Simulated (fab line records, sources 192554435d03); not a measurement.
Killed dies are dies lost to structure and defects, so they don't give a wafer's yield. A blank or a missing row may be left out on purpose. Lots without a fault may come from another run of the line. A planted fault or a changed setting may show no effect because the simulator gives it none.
Chamber matching | flow n5_finfet | N5_BEOL_M2_PECVD_72 on pecvd-04: 3 sister chambers
The step deposits SiO2 from TEOS/O2, target thk 16 nm, time 18 s. 20 wafers are shown with their chamber, then 10 later ones without.

WAFERS WITH THEIR CHAMBER
wafer  | chamber | showerhead_plenum_p_Torr (Torr) | throttle_valve_pct (%) | heater_power_w (W)
L077.3 | 1       | 8.99                            | 22.6                   | 680
L077.4 | 0       | 8.75                            | 21.6                   | 700
L077.6 | 2       | 8.78                            | 19.8                   | 560
L075.3 | 1       | 8.98                            | 22.5                   | 692
L075.4 | 2       | 8.78                            | 20.3                   | 562
L075.6 | 0       | 8.76                            | 21.9                   | 667
L079.3 | 1       | 8.97                            | 22.4                   | 610
L079.4 | 0       | 8.75                            | 22.0                   | 751
L079.6 | 1       | 8.98                            | 22.5                   | 623
L087.1 | 2       | 8.80                            | 19.9                   | 596
L087.2 | 0       | 8.77                            | 21.9                   | 708
L087.6 | 0       | 8.76                            | 22.0                   | 713
L088.2 | 2       | 8.77                            | 19.9                   | 557
L088.5 | 0       | 8.76                            | 22.1                   | 705
L088.6 | 1       | 8.96                            | 22.2                   | 622
L090.2 | 0       | 8.75                            | 22.0                   | 674
L090.3 | 1       | 8.97                            | 22.2                   | 569
L090.4 | 2       | 8.80                            | 20.0                   | 585
L092.2 | 2       | 8.79                            | 20.3                   | 607
L092.5 | 2       | 8.79                            | 19.8                   | 625

SIGNATURES (means of the wafers above)
reading                  | chamber 0 | chamber 1 | chamber 2 | scatter within a chamber
showerhead_plenum_p_Torr | 8.7571    | 8.9750    | 8.7871    | 0.00981
throttle_valve_pct       | 21.929    | 22.400    | 20.000    | 0.184
heater_power_w           | 702.57    | 632.67    | 584.57    | 33.7
Rule: a wafer's distance from a chamber is the root of the sum, over the readings, of the square of ((its reading less the chamber's mean) divided by the reading's scatter). The wafer belongs to the nearest chamber; if the next one is less than 2 further off, it can't be placed. The scatter: the root of (the sum of the squares of (reading less its chamber's mean) over the shown wafers, divided by (wafers less chambers)).

WAFERS WITHOUT THEIR CHAMBER
wafer  | showerhead_plenum_p_Torr (Torr) | throttle_valve_pct (%) | heater_power_w (W)
L092.6 | 8.95                            | 22.6                   | 582
L093.1 | 8.75                            | 22.2                   | 737
L093.2 | 8.98                            | 22.5                   | 677
L093.3 | 8.80                            | 20.1                   | 619
L096.1 | 8.97                            | 22.8                   | 602
L096.2 | 8.74                            | 22.1                   | 739
L096.4 | 8.76                            | 22.2                   | 758
L097.4 | 8.79                            | 20.0                   | 587
L097.5 | 8.75                            | 22.3                   | 748
L097.6 | 8.98                            | 22.5                   | 679

WHICH CHAMBER EACH WENT THROUGH
wafer  | from the rows above | in truth
L092.6 | 1                   | 1
L093.1 | 0                   | 0
L093.2 | 1                   | 1
L093.3 | 2                   | 2
L096.1 | 1                   | 1
L096.2 | 0                   | 0
L096.4 | 0                   | 0
L097.4 | 2                   | 2
L097.5 | 0                   | 0
L097.6 | 1                   | 1
Placed correctly: 10 of 10. Can't be placed from these rows: 0. Placed wrongly: 0.
